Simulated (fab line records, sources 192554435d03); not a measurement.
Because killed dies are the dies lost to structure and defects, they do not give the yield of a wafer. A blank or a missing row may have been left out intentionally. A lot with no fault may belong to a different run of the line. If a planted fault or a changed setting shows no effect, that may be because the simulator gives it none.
Split-lot study ; flow n5-finfet ; 39 wafers read from 7 lots, route of 1938 steps

ON THE SPLIT
At N5_HKMG_FIN_ETCH_35 (etches SOC in N2/H2, target depth 215.8 nm, time 243.4 s), the setting time-s was moved away from the recipe's 243.4 s on 15 of the 39 wafers read, by -8.2% to +24.0%. All remaining wafers had this setting at the recipe value.

Reading taken at the split's own step.

THE READING
SOC_of_HKMG_FIN_COAT_29.thk-nm (the simulator's own value, which no gauge read), in nm, at N5_HKMG_FIN_ETCH_35 (etches SOC in N2/H2, target depth 215.8 nm, time 243.4 s). The file does not state a usual value for it. Average 86.5 nm, standard deviation 7.7 nm, over the 24 wafers here run with the recipe.

wafer;tool, chamber at the split;time-s as run, s;against the recipe;SOC_of_HKMG_FIN_COAT_29.thk-nm, nm;against lot-mates on the recipe
L077.2;rie-diel-02, 2;243.4;recipe;70.8;-
L077.5;rie-diel-02, 2;243.4;recipe;71.6;-
L077.6;rie-diel-02, 1;243.4;recipe;83.2;-
L078.1;rie-diel-02, 2;243.4;recipe;72.2;-
L078.2;rie-diel-02, 3;243.4;recipe;85.2;-
L078.3;rie-diel-02, 1;277.9;+14.2%;51.6;-30.2
L078.4;rie-diel-02, 0;243.4;recipe;88;-
L078.5;rie-diel-02, 0;277.9;+14.2%;58.2;-23.6
L078.6;rie-diel-02, 1;277.9;+14.2%;52;-29.8
L081.1;rie-diel-03, 2;243.4;recipe;96.4;-
L081.2;rie-diel-03, 0;294;+20.8%;39.6;-54.3
L081.3;rie-diel-03, 1;243.4;recipe;90.8;-
L081.4;rie-diel-03, 3;294;+20.8%;42.4;-51.5
L081.5;rie-diel-03, 3;294;+20.8%;41.6;-52.3
L081.6;rie-diel-03, 2;243.4;recipe;94.6;-
L083.1;rie-diel-02, 3;243.4;recipe;87.8;-
L083.2;rie-diel-02, 1;243.4;recipe;87.4;-
L083.3;rie-diel-02, 2;243.4;recipe;71.2;-
L083.4;rie-diel-02, 0;243.4;recipe;88.4;-
L083.5;rie-diel-02, 3;243.4;recipe;88.8;-
L083.6;rie-diel-02, 0;243.4;recipe;90.6;-
L087.1;rie-diel-02, 2;301.7;+24.0%;11.6;-74.7
L087.2;rie-diel-02, 3;243.4;recipe;88.2;-
L087.3;rie-diel-02, 0;243.4;recipe;88.4;-
L087.4;rie-diel-02, 1;243.4;recipe;82.4;-
L087.5;rie-diel-02, 2;301.7;+24.0%;16.8;-69.5
L087.6;rie-diel-02, 1;301.7;+24.0%;28.4;-57.9
L092.1;rie-diel-03, 0;223.5;-8.2%;103.6;+10.4
L092.2;rie-diel-03, 3;243.4;recipe;87;-
L092.3;rie-diel-03, 1;223.5;-8.2%;109.8;+16.6
L092.4;rie-diel-03, 2;243.4;recipe;96.6;-
L092.5;rie-diel-03, 3;223.5;-8.2%;103.8;+10.6
L092.6;rie-diel-03, 2;243.4;recipe;96;-
L095.1;rie-diel-03, 0;243.4;recipe;85.2;-
L095.2;rie-diel-03, 2;227.3;-6.6%;109.8;+19.3
L095.3;rie-diel-03, 1;243.4;recipe;92.4;-
L095.4;rie-diel-03, 3;227.3;-6.6%;99.8;+9.3
L095.5;rie-diel-03, 2;243.4;recipe;94;-
L095.6;rie-diel-03, 1;227.3;-6.6%;102.4;+11.9

FIT RESULTS
A straight line over all 39 wafers: SOC_of_HKMG_FIN_COAT_29.thk-nm changes by -2.51 nm for each +1% of time-s; r = -0.96; the points scatter about the line by 7.4 nm.
The same after taking each lot's own level away (the mean of its wafers on the recipe; 39 wafers): -2.47 nm for each +1%; r = -0.97; scatter 6.2 nm.
According to that fit, moving time-s by its largest amount changes the reading by 59 nm.
The span of the lots' own levels, 75.20 to 93.93 nm, comes to 2.4 times the standard deviation stated above.
The two slopes are in agreement: the lot-to-lot level therefore moves the slope only a little.
Check: with one of the wafers moved furthest among these (+24.0%) left out of the fit, the line predicts -57.6 nm for it against its lot-mates. Against them it came out at -74.7 nm.

OTHER SPLITS APPLIED TO THESE WAFERS
Before the reading, these wafers also passed through other splits. Each is held against what the fit with the lots' levels taken away leaves over:
other split on the same wafers;wafers away from the commonest value;r with SOC_of_HKMG_FIN_COAT_29.thk-nm (lot level and that fit taken away)
N5_DUMMY_GATE_ETCH_31 target-depth-a;12;-0.11
N5_DUMMY_GATE_ETCH_32 time-s;15;-0.15
N5_HKMG_FIN_ETCH_32 source-w;18;-0.07

THE WHOLE CHAIN: every reading that the file lists as answering this split, in the file's order
step;what it does;reading;change (the file's fit);r (the file's)
N5_HKMG_FIN_ETCH_35;etches SOC in N2/H2, target depth 215.8 nm, time 243.4 s;HKMG_FIN.feature-depth-nm (the simulator's own value, which no gauge read);+2.5 nm for each +1% of the setting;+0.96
N5_HKMG_FIN_ETCH_35;etches SOC in N2/H2, target depth 215.8 nm, time 243.4 s;etch.depth-nm (the simulator's own value, which no gauge read);+2.5 nm for each +1% of the setting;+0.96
N5_HKMG_FIN_ETCH_35;etches SOC in N2/H2, target depth 215.8 nm, time 243.4 s;SOC_of_HKMG_FIN_COAT_29.thk-nm (the simulator's own value, which no gauge read);-2.5 nm for each +1% of the setting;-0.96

FILE'S OWN FIT
SOC_of_HKMG_FIN_COAT_29.thk-nm changes by -2.5 nm for each +1% of time-s, r = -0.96.
